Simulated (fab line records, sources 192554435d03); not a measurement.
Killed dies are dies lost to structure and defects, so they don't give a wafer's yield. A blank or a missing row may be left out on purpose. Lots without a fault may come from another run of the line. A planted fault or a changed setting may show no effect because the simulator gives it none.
Chamber matching | flow n5_finfet | N5_BEOL_M11_ETCH_65 on rie_diel-01: 4 sister chambers
The step etches SiARC in CF4, target depth 39 nm, time 65 s. 20 wafers are shown with their chamber, then 10 later ones without.

WAFERS WITH THEIR CHAMBER
wafer  | chamber | throttle_valve_pct (%) | oes_product_au (a.u.) | showerhead_plenum_p_Torr (Torr)
L074.3 | 2       | 15.72                  | 0.61                  | 2.20
L074.5 | 2       | 15.73                  | 0.61                  | 2.20
L074.6 | 1       | 15.59                  | 0.82                  | 2.19
L076.1 | 1       | 15.59                  | 0.80                  | 2.19
L076.4 | 2       | 15.74                  | 0.60                  | 2.20
L076.6 | 0       | 15.99                  | 0.58                  | 2.13
L077.2 | 1       | 15.58                  | 0.78                  | 2.19
L077.3 | 3       | 16.04                  | 0.64                  | 2.16
L077.4 | 0       | 16.00                  | 0.58                  | 2.13
L078.3 | 2       | 15.74                  | 0.59                  | 2.20
L078.4 | 0       | 15.98                  | 0.58                  | 2.13
L078.6 | 0       | 16.01                  | 0.58                  | 2.13
L081.2 | 1       | 15.62                  | 0.78                  | 2.19
L081.4 | 2       | 15.76                  | 0.60                  | 2.20
L081.6 | 0       | 16.00                  | 0.58                  | 2.13
L088.1 | 2       | 15.78                  | 0.59                  | 2.19
L088.2 | 3       | 16.08                  | 0.63                  | 2.15
L088.3 | 1       | 15.62                  | 0.77                  | 2.18
L089.1 | 3       | 16.09                  | 0.63                  | 2.15
L089.3 | 1       | 15.64                  | 0.75                  | 2.18

SIGNATURES (means of the wafers above)
reading                  | chamber 0 | chamber 1 | chamber 2 | chamber 3 | scatter within a chamber
throttle_valve_pct       | 15.9960   | 15.6067   | 15.7450   | 16.0700   | 0.0209
oes_product_au           | 0.5800    | 0.7833    | 0.6000    | 0.6333    | 0.0146
showerhead_plenum_p_Torr | 2.1300    | 2.1867    | 2.1983    | 2.1533    | 0.00421
Rule: a wafer's distance from a chamber is the root of the sum, over the readings, of the square of ((its reading less the chamber's mean) divided by the reading's scatter). The wafer belongs to the nearest chamber; if the next one is less than 2 further off, it can't be placed. The scatter: the root of (the sum of the squares of (reading less its chamber's mean) over the shown wafers, divided by (wafers less chambers)).

WAFERS WITHOUT THEIR CHAMBER
wafer  | throttle_valve_pct (%) | oes_product_au (a.u.) | showerhead_plenum_p_Torr (Torr)
L089.4 | 15.54                  | 0.84                  | 2.12
L091.3 | 16.10                  | 0.63                  | 2.15
L091.4 | 15.80                  | 0.58                  | 2.19
L091.6 | 15.64                  | 0.74                  | 2.18
L090.2 | 15.54                  | 0.79                  | 2.12
L090.3 | 16.12                  | 0.61                  | 2.15
L090.5 | 16.11                  | 0.62                  | 2.15
L092.2 | 15.82                  | 0.58                  | 2.19
L092.4 | 15.54                  | 0.79                  | 2.12
L092.6 | 15.80                  | 0.58                  | 2.19

WHICH CHAMBER EACH WENT THROUGH
wafer  | from the rows above | in truth
L089.4 | 1                   | 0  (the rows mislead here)
L091.3 | 3                   | 3
L091.4 | 2                   | 2
L091.6 | 1                   | 1
L090.2 | 1                   | 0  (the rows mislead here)
L090.3 | 3                   | 3
L090.5 | 3                   | 3
L092.2 | 2                   | 2
L092.4 | 1                   | 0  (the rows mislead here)
L092.6 | 2                   | 2
Placed correctly: 7 of 10. Can't be placed from these rows: 0. Placed wrongly: 3.
